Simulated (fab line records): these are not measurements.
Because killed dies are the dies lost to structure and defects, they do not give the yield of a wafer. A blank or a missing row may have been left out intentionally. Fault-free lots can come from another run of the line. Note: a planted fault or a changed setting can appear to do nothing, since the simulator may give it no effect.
Which tool is to blame?    flow n5Finfet    15 lots with 45 wafers sampled at 7 steps, on a route of 1938 steps

WHAT THE GAUGES SHOWED, per wafer
N5_BEOL_M9_THK_MEAS_01.
lot   measured      on            M9_ILD_THK (nm)
L742  day 9 12:36   filmMetro-01  265 268 269
L743  day 9 23:23   filmMetro-02  269 273 271
L744  day 10 08:58  filmMetro-02  267 273 272
L745  day 11 00:31  filmMetro-02  269 270 274
L746  day 11 01:18  filmMetro-01  271 276 277
L748  day 11 05:24  filmMetro-02  262 267 271
L755  day 13 03:57  filmMetro-02  267 266 269
L758  day 13 22:58  filmMetro-01  269 275 274
L757  day 13 22:08  filmMetro-02  266 265 272
L760  day 14 04:46  filmMetro-01  265 264 273
L759  day 14 04:37  filmMetro-02  271 272 269
L761  day 14 15:02  filmMetro-02  264 269 267
L762  day 14 18:34  filmMetro-02  269 267 273
L763  day 15 08:26  filmMetro-01  266 267 271
L765  day 15 17:14  filmMetro-01  270 268 273

N5_BEOL_M9_CD_MEAS_18: pitch 140 nm, target cd 70 nm.
lot   measured      on        cdNm (nm)
L742  day 9 14:16   cdSem-01  70.6 70.1 70.0
L743  day 10 04:49  cdSem-01  69.4 70.0 69.5
L744  day 10 12:02  cdSem-01  69.7 70.5 70.1
L745  day 11 01:44  cdSem-02  - - -
L746  day 11 04:20  cdSem-03  - - -
L748  day 11 08:18  cdSem-03  - - -
L755  day 13 05:57  cdSem-02  70.2 70.8 70.0
L758  day 14 00:38  cdSem-01  69.8 69.7 70.6
L757  day 14 00:01  cdSem-01  70.3 69.7 70.5
L760  day 14 08:01  cdSem-02  70.7 69.9 70.6
L759  day 14 07:41  cdSem-01  71.1 70.6 71.0
L761  day 14 17:44  cdSem-01  69.6 70.7 69.6
L762  day 14 20:41  cdSem-02  69.9 69.7 69.1
L763  day 15 12:10  cdSem-03  71.3 69.8 70.2
L765  day 15 19:11  cdSem-02  70.2 69.2 70.0

WHAT TOOL EACH LOT RAN ON (gives the tool, then ch and the chambers of the sampled wafers, and finally the start)
lot   N5_BEOL_M8_ALD_77                   N5_BEOL_M8_DEP_56                N5_BEOL_M9_ETCH_61                 N5_BEOL_M9_ETCH_62                 N5_BEOL_M9_HM_OPEN_17
L742  aldMetal-03 ch 1,3, day 9 10:05     pecvd-04 ch 0,1, day 9 11:37     rieDiel-01 ch 2,3, day 9 13:50     rieDiel-01 ch 2,3, day 9 13:53     rieMetal-01 ch 0,1, day 9 14:07
L743  aldMetal-03 ch 0,1, day 9 21:10     pecvd-01 ch 0,1,2, day 9 22:38   rieDiel-04 ch 0,2,3, day 10 04:16  rieDiel-04 ch 0,2,3, day 10 04:19  rieMetal-01 ch 0,1, day 10 04:31
L744  aldMetal-03 ch 0,1,2, day 10 05:14  pecvd-04 ch 0,1, day 10 08:11    rieDiel-03 ch 1,2,3, day 10 11:29  rieDiel-03 ch 1,2,3, day 10 11:32  rieMetal-02 ch 0,1, day 10 11:44
L745  aldMetal-02 ch 0,1,2, day 10 22:04  pecvd-04 ch 0,1, day 10 23:46    rieDiel-01 ch 0,1,2, day 11 01:10  rieDiel-01 ch 0,1,2, day 11 01:13  rieMetal-01 ch 0,1, day 11 01:24
L746  aldMetal-03 ch 0,1,3, day 10 22:20  pecvd-02 ch 1,2, day 11 00:02    rieDiel-01 ch 0,2, day 11 03:55    rieDiel-01 ch 0,2, day 11 03:58    rieMetal-02 ch 0,1, day 11 04:09
L748  aldMetal-01 ch 2,3, day 11 03:02    pecvd-02 ch 0,1,2, day 11 04:40  rieDiel-01 ch 1,2, day 11 07:50    rieDiel-01 ch 1,2, day 11 07:53    rieMetal-02 ch 0,1, day 11 08:04
L755  aldMetal-03 ch 2,3, day 13 01:26    pecvd-01 ch 0,1, day 13 03:14    rieDiel-01 ch 0,1,3, day 13 05:32  rieDiel-01 ch 0,1,3, day 13 05:35  rieMetal-02 ch 0,1, day 13 05:46
L758  aldMetal-03 ch 0,2, day 13 19:51    pecvd-04 ch 1,2, day 13 21:46    rieDiel-04 ch 1,2, day 14 00:08    rieDiel-04 ch 1,2, day 14 00:11    rieMetal-02 ch 0,1, day 14 00:25
L757  aldMetal-01 ch 2,3, day 13 19:56    pecvd-02 ch 0,1,2, day 13 21:25  rieDiel-04 ch 1,2, day 13 23:35    rieDiel-04 ch 1,2, day 13 23:38    rieMetal-02 ch 0,1, day 13 23:49
L760  aldMetal-02 ch 1,2,3, day 14 01:43  pecvd-04 ch 1,2, day 14 03:34    rieDiel-03 ch 1,3, day 14 07:24    rieDiel-03 ch 1,3, day 14 07:27    rieMetal-01 ch 0, day 14 07:40
L759  aldMetal-03 ch 0,2, day 14 02:04    pecvd-02 ch 0,2, day 14 03:53    rieDiel-04 ch 0,2, day 14 07:14    rieDiel-04 ch 0,2, day 14 07:17    rieMetal-03 ch 0,1, day 14 07:28
L761  aldMetal-01 ch 1,2,3, day 14 12:46  pecvd-01 ch 0,1,2, day 14 14:18  rieDiel-01 ch 0,1,3, day 14 17:11  rieDiel-01 ch 0,1,3, day 14 17:14  rieMetal-01 ch 0, day 14 17:25
L762  aldMetal-01 ch 0,1,2, day 14 15:10  pecvd-02 ch 0,1,2, day 14 17:22  rieDiel-04 ch 0,2,3, day 14 20:11  rieDiel-04 ch 0,2,3, day 14 20:14  rieMetal-01 ch 0, day 14 20:25
L763  aldMetal-01 ch 1,2,3, day 15 05:15  pecvd-04 ch 1,2, day 15 07:43    rieDiel-01 ch 0,2,3, day 15 11:37  rieDiel-01 ch 0,2,3, day 15 11:40  rieMetal-03 ch 0,1, day 15 11:50
L765  aldMetal-03 ch 0,1,3, day 15 14:59  pecvd-04 ch 0,1,2, day 15 16:31  rieDiel-04 ch 0,1,3, day 15 18:46  rieDiel-04 ch 0,1,3, day 15 18:49  rieMetal-03 ch 0,1, day 15 19:00
- N5_BEOL_M8_ALD_77: deposits TaN, target thk 2 nm, pulse time 2 s, purge time 3 s.
- N5_BEOL_M8_DEP_56: deposits SiCN from 3MS/NH3, target thk 10 nm, time 17.5 s.
- N5_BEOL_M9_ETCH_61: etches SiARC in CF4, target depth 39 nm, time 65 s.
- N5_BEOL_M9_ETCH_62: etches SOC in N2/H2, target depth 110 nm, overetch 22 nm, time 165 s.
- N5_BEOL_M9_HM_OPEN_17: chemistry Cl2/BCl3, target TiN, target depth 20 nm, overetch 6 nm.

WHAT THE TOOLS THEMSELVES READ (means of the sampled wafers that have a number; where no wafer has one, the mark that the record gives instead)
N5_BEOL_M8_ALD_77.
lot   tool         heaterPowerW (W)
L742  aldMetal-03  425
L743  aldMetal-03  434
L744  aldMetal-03  415
L745  aldMetal-02  394
L746  aldMetal-03  424
L748  aldMetal-01  407
L755  aldMetal-03  393
L758  aldMetal-03  392
L757  aldMetal-01  380
L760  aldMetal-02  401
L759  aldMetal-03  411
L761  aldMetal-01  393
L762  aldMetal-01  438
L763  aldMetal-01  391
L765  aldMetal-03  430

N5_BEOL_M8_DEP_56.
lot   tool      showerheadPlenumPTorr (Torr)  throttleValvePct (%)
L742  pecvd-04  3.669                         8.3
L743  pecvd-01  3.672                         9.2
L744  pecvd-04  3.667                         8.4
L745  pecvd-04  3.668                         8.5
L746  pecvd-02  3.669                         8.5
L748  pecvd-02  3.667                         8.8
L755  pecvd-01  3.667                         9.6
L758  pecvd-04  3.656                         8.4
L757  pecvd-02  3.672                         8.9
L760  pecvd-04  3.653                         8.7
L759  pecvd-02  3.667                         8.6
L761  pecvd-01  3.667                         9.0
L762  pecvd-02  3.666                         8.9
L763  pecvd-04  3.659                         8.4
L765  pecvd-04  3.666                         8.6

N5_BEOL_M9_ETCH_61.
lot   tool        biasW (W)  cf4FlowSccm (sccm)  drypumpMotorCurrentA (A)  etchRfOnTimeS (s)  oesProductAu (a.u.)  rfVppV (V)  showerheadPlenumPTorr (Torr)  throttleValvePct (%)
L742  rieDiel-01  36.16      99.79               6.3                       64.4               0.72                 183.1       2.07                          15.46
L743  rieDiel-04  36.04      100.41              6.1                       65.6               0.60                 183.5       2.12                          15.73
L744  rieDiel-03  35.93      100.01              6.0                       65.5               0.66                 185.0       2.21                          15.59
L745  rieDiel-01  -          -                   -                         -                  -                    -           -                             -
L746  rieDiel-01  -          -                   -                         -                  -                    -           -                             -
L748  rieDiel-01  -          -                   -                         -                  -                    -           -                             -
L755  rieDiel-01  36.07      99.88               5.6                       63.8               0.72                 185.3       2.17                          15.47
L758  rieDiel-04  35.88      99.94               5.9                       65.0               0.78                 183.4       2.13                          15.44
L757  rieDiel-04  36.05      100.03              5.6                       63.6               0.76                 184.4       2.15                          15.49
L760  rieDiel-03  35.95      100.19              6.2                       66.2               0.63                 185.1       2.23                          15.63
L759  rieDiel-04  36.07      100.04              5.6                       65.1               0.68                 183.8       2.17                          15.71
L761  rieDiel-01  35.89      99.86               5.6                       64.2               0.71                 183.6       2.16                          15.48
L762  rieDiel-04  36.00      100.04              6.1                       64.2               0.75                 184.8       2.20                          15.47
L763  rieDiel-01  35.96      99.96               6.2                       63.7               0.70                 184.0       2.13                          15.49
L765  rieDiel-04  36.10      99.84               5.9                       63.8               0.72                 184.5       2.22                          15.54

N5_BEOL_M9_ETCH_62.
lot   tool        biasW (W)  chamberPressureMTorr (mTorr)  drypumpMotorCurrentA (A)  oesProductAu (a.u.)  rfVppV (V)  showerheadPlenumPTorr (Torr)  throttleValvePct (%)
L742  rieDiel-01  150.5      30.008                        6.3                       0.70                 521.4       2.47                          17.71
L743  rieDiel-04  149.8      30.011                        6.1                       0.61                 523.0       2.52                          17.91
L744  rieDiel-03  149.7      29.987                        6.0                       0.66                 526.2       2.62                          17.82
L745  rieDiel-01  149.9      29.988                        5.7                       0.34                 525.3       2.60                          17.64
L746  rieDiel-01  149.6      30.002                        6.1                       0.34                 527.4       2.63                          17.56
L748  rieDiel-01  149.8      30.028                        5.3                       0.34                 524.3       2.56                          17.72
L755  rieDiel-01  150.0      30.011                        5.6                       0.71                 525.3       2.58                          17.68
L758  rieDiel-04  150.2      29.985                        5.9                       0.78                 523.2       2.52                          17.66
L757  rieDiel-04  149.9      29.988                        5.6                       0.75                 524.9       2.54                          17.68
L760  rieDiel-03  150.0      30.040                        6.2                       0.63                 527.5       2.65                          17.80
L759  rieDiel-04  150.1      30.013                        5.6                       0.68                 525.5       2.58                          17.98
L761  rieDiel-01  150.0      30.000                        5.6                       0.70                 524.8       2.57                          17.71
L762  rieDiel-04  150.0      29.976                        6.1                       0.74                 525.7       2.61                          17.69
L763  rieDiel-01  150.0      30.019                        6.2                       0.69                 523.6       2.53                          17.71
L765  rieDiel-04  150.1      29.992                        5.9                       0.71                 526.1       2.63                          17.71

N5_BEOL_M9_HM_OPEN_17.
lot   tool         drypumpMotorCurrentA (A)  oesProductAu (a.u.)  throttleValvePct (%)
L742  rieMetal-01  6.12                      0.69                 22.02
L743  rieMetal-01  5.94                      0.74                 22.02
L744  rieMetal-02  5.44                      0.70                 22.21
L745  rieMetal-01  6.14                      0.30                 22.68
L746  rieMetal-02  5.41                      0.30                 22.87
L748  rieMetal-02  5.46                      0.30                 22.87
L755  rieMetal-02  5.41                      0.67                 22.25
L758  rieMetal-02  5.42                      0.68                 22.24
L757  rieMetal-02  5.49                      0.64                 22.18
L760  rieMetal-01  5.73                      0.75                 22.04
L759  rieMetal-03  5.89                      0.70                 22.17
L761  rieMetal-01  5.71                      0.74                 22.04
L762  rieMetal-01  5.71                      0.74                 22.04
L763  rieMetal-03  5.95                      0.63                 22.06
L765  rieMetal-03  5.92                      0.63                 22.08

THE ANSWER, worked out from the rows above alone
Rule: the lots themselves supply what counts as usual. Put in order of their means at a reading, lots are off if they are a third of the lots or fewer, leave a main group of 4 or more, and stand apart from it by a gap of 3 or more times the standard deviation of the main group's means; of several such gaps the widest counts. If all means in a main group match to the digits the tables above print for the reading, that group is not used. Also off: a lot with no number at a reading for which 4 or more lots have one. Where the step has rows for the other lots, those lots are counted as sound. Order of review: gauges by route order, followed by the tools' own readings, for which a lot's mean as printed above is used. The first step at which some lot is off is used, and at that step the reading that is off furthest; a lot without a number counts as furthest.
Off: L745, L746, L748 (N5_BEOL_M9_CD_MEAS_18, cdNm). Without a number there: L745, L746, L748. Mean 70.1 nm and standard deviation 0.36 in the main group.
A tool fits if, at a process step before that reading, it ran every lot that is off, and no sound lot after the first of them. The gauges at N5_BEOL_M9_CD_MEAS_18 aren't tried: what is off there is off at N5_BEOL_M9_ETCH_61 too, on other tools, and a gauge's error can't cause that. None of those tried fits.

WHAT WAS PUT IN BY THE SIMULATOR
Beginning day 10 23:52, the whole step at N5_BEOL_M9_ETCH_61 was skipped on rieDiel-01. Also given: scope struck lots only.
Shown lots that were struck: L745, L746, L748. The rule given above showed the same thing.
